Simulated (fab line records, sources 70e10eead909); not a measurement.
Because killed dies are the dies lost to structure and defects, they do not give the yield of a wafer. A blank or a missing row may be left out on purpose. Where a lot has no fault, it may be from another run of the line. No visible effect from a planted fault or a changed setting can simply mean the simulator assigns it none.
Chamber matching :: flow nandHarc :: NHARC_P_M2_DEP_33 on pecvd-04: 3 sister chambers
The step deposits SiCN, target thk 30 nm. 18 wafers are shown with their chamber, then 9 later ones without.

## WAFERS, EACH WITH ITS CHAMBER
wafer: L942.2
chamber: 0
heaterPowerOuterW (W): 356
heaterPowerW (W): 568
chamberPressureTorr (Torr): 2.999

wafer: L942.3
chamber: 2
heaterPowerOuterW (W): 256
heaterPowerW (W): 535
chamberPressureTorr (Torr): 2.996

wafer: L942.4
chamber: 1
heaterPowerOuterW (W): 304
heaterPowerW (W): 553
chamberPressureTorr (Torr): 3.001

wafer: L943.1
chamber: 1
heaterPowerOuterW (W): 333
heaterPowerW (W): 580
chamberPressureTorr (Torr): 3.007

wafer: L943.2
chamber: 2
heaterPowerOuterW (W): 332
heaterPowerW (W): 633
chamberPressureTorr (Torr): 2.995

wafer: L943.5
chamber: 1
heaterPowerOuterW (W): 321
heaterPowerW (W): 581
chamberPressureTorr (Torr): 2.993

wafer: L945.3
chamber: 2
heaterPowerOuterW (W): 259
heaterPowerW (W): 520
chamberPressureTorr (Torr): 3.003

wafer: L945.4
chamber: 2
heaterPowerOuterW (W): 260
heaterPowerW (W): 517
chamberPressureTorr (Torr): 2.998

wafer: L945.5
chamber: 0
heaterPowerOuterW (W): 366
heaterPowerW (W): 616
chamberPressureTorr (Torr): 3.007

wafer: L948.3
chamber: 0
heaterPowerOuterW (W): 288
heaterPowerW (W): 503
chamberPressureTorr (Torr): 2.999

wafer: L948.4
chamber: 2
heaterPowerOuterW (W): 255
heaterPowerW (W): 524
chamberPressureTorr (Torr): 2.993

wafer: L948.6
chamber: 1
heaterPowerOuterW (W): 330
heaterPowerW (W): 586
chamberPressureTorr (Torr): 3.009

wafer: L953.1
chamber: 0
heaterPowerOuterW (W): 303
heaterPowerW (W): 498
chamberPressureTorr (Torr): 2.996

wafer: L953.3
chamber: 1
heaterPowerOuterW (W): 302
heaterPowerW (W): 535
chamberPressureTorr (Torr): 2.992

wafer: L953.6
chamber: 1
heaterPowerOuterW (W): 305
heaterPowerW (W): 537
chamberPressureTorr (Torr): 2.989

wafer: L959.1
chamber: 1
heaterPowerOuterW (W): 298
heaterPowerW (W): 542
chamberPressureTorr (Torr): 2.996

wafer: L959.3
chamber: 0
heaterPowerOuterW (W): 377
heaterPowerW (W): 621
chamberPressureTorr (Torr): 2.991

wafer: L959.5
chamber: 2
heaterPowerOuterW (W): 294
heaterPowerW (W): 584
chamberPressureTorr (Torr): 3.001

SIGNATURES (averages over the wafers above)
reading: heaterPowerOuterW
chamber 0: 338.00
chamber 1: 313.29
chamber 2: 276.00
scatter within a chamber: 28.8

reading: heaterPowerW
chamber 0: 561.20
chamber 1: 559.14
chamber 2: 552.17
scatter within a chamber: 43.2

reading: chamberPressureTorr
chamber 0: 2.99840
chamber 1: 2.99814
chamber 2: 2.99767
scatter within a chamber: 0.00613
Rule: for each reading, subtract the chamber's mean from the wafer's reading, divide by that reading's scatter and square the result; add these up over the readings and take the root, which gives the wafer's distance from the chamber. If the next closest chamber is less than 2 further off than the closest, the wafer can't be placed; otherwise it belongs to the closest. How the scatter is found: for the shown wafers, subtract from each reading the mean of its chamber, square and add these, divide the total by (wafers less chambers), then take the root.

## WAFERS WITH NO CHAMBER GIVEN
wafer: L960.1
heaterPowerOuterW (W): 320
heaterPowerW (W): 572
chamberPressureTorr (Torr): 2.997

wafer: L960.3
heaterPowerOuterW (W): 370
heaterPowerW (W): 605
chamberPressureTorr (Torr): 2.995

wafer: L960.5
heaterPowerOuterW (W): 372
heaterPowerW (W): 627
chamberPressureTorr (Torr): 2.989

wafer: L964.1
heaterPowerOuterW (W): 278
heaterPowerW (W): 554
chamberPressureTorr (Torr): 3.003

wafer: L964.3
heaterPowerOuterW (W): 303
heaterPowerW (W): 551
chamberPressureTorr (Torr): 3.003

wafer: L964.6
heaterPowerOuterW (W): 324
heaterPowerW (W): 555
chamberPressureTorr (Torr): 2.997

wafer: L965.3
heaterPowerOuterW (W): 305
heaterPowerW (W): 512
chamberPressureTorr (Torr): 3.010

wafer: L965.4
heaterPowerOuterW (W): 276
heaterPowerW (W): 559
chamberPressureTorr (Torr): 2.984

wafer: L965.5
heaterPowerOuterW (W): 308
heaterPowerW (W): 525
chamberPressureTorr (Torr): 2.996

## THE CHAMBER EACH PASSED THROUGH
wafer: L960.1
from the rows above: can't be placed: 1 or 0 or 2
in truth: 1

wafer: L960.3
from the rows above: can't be placed: 0 or 1 or 2
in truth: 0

wafer: L960.5
from the rows above: can't be placed: 0 or 1 or 2
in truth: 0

wafer: L964.1
from the rows above: can't be placed: 2 or 1 or 0
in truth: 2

wafer: L964.3
from the rows above: can't be placed: 1 or 2 or 0
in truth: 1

wafer: L964.6
from the rows above: can't be placed: 1 or 0 or 2
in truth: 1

wafer: L965.3
from the rows above: can't be placed: 1 or 2 or 0
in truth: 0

wafer: L965.4
from the rows above: can't be placed: 2 or 1 or 0
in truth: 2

wafer: L965.5
from the rows above: can't be placed: 1 or 2 or 0
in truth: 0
Placed correctly: 0 of 9. Unplaceable from these rows: 9, with the true chamber sitting among the candidates in 9. 0 placed wrongly.
